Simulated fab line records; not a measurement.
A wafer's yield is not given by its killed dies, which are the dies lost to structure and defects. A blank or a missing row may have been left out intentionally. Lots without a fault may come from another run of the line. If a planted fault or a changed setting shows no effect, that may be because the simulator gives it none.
Chamber matching    flow n5_finfet    N5_BEOL_M11_CURE_72 on uv_cure-01 has 3 sister chambers
The step cures SiCOH lowk, time 120 s. 6 wafers are shown with their chamber, then 8 later ones without.

EACH WAFER AND ITS CHAMBER
wafer   chamber  wafer_temp_C_max  lamp_power_pct (%)
L076.4  0        371.4             52.38
L076.6  0        371.4             52.24
L079.5  1        370.9             52.31
L088.3  2        372.1             52.19
L088.4  2        371.7             52.29
L086.1  1        371.0             52.39

WAFERS WHOSE CHAMBER IS MISSING
wafer   wafer_temp_C_max  lamp_power_pct (%)
L086.3  370.7             52.35
L086.5  370.9             52.34
L095.2  371.0             52.44
L095.5  371.4             52.34
L095.6  371.2             52.24
L096.1  371.8             52.36
L096.2  371.7             52.27
L096.5  371.9             52.27

WHICH CHAMBER EACH ONE RAN IN
wafer   from the rows above      in truth
L086.3  1                        1
L086.5  1                        1
L095.2  can't be placed: 1 or 0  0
L095.5  0                        0
L095.6  can't be placed: 0 or 1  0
L096.1  can't be placed: 2 or 0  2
L096.2  can't be placed: 2 or 0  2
L096.5  2                        2
Correctly placed: 4 of 8. Unplaceable from these rows: 4, with the true chamber sitting among the candidates in 4. Placed wrongly: 0.
How it was worked out, from the rows above alone: a wafer's distance from a chamber is the root of the sum, over the readings, of the square of ((its reading less the chamber's mean) divided by the reading's scatter). The wafer belongs to the nearest chamber; if the next one is less than 2 further off, it can't be placed. A chamber's mean is the mean of its shown wafers. The scatter: take each reading less its chamber's mean, square it, sum over the shown wafers, divide by the number of wafers less the number of chambers, and take the root.
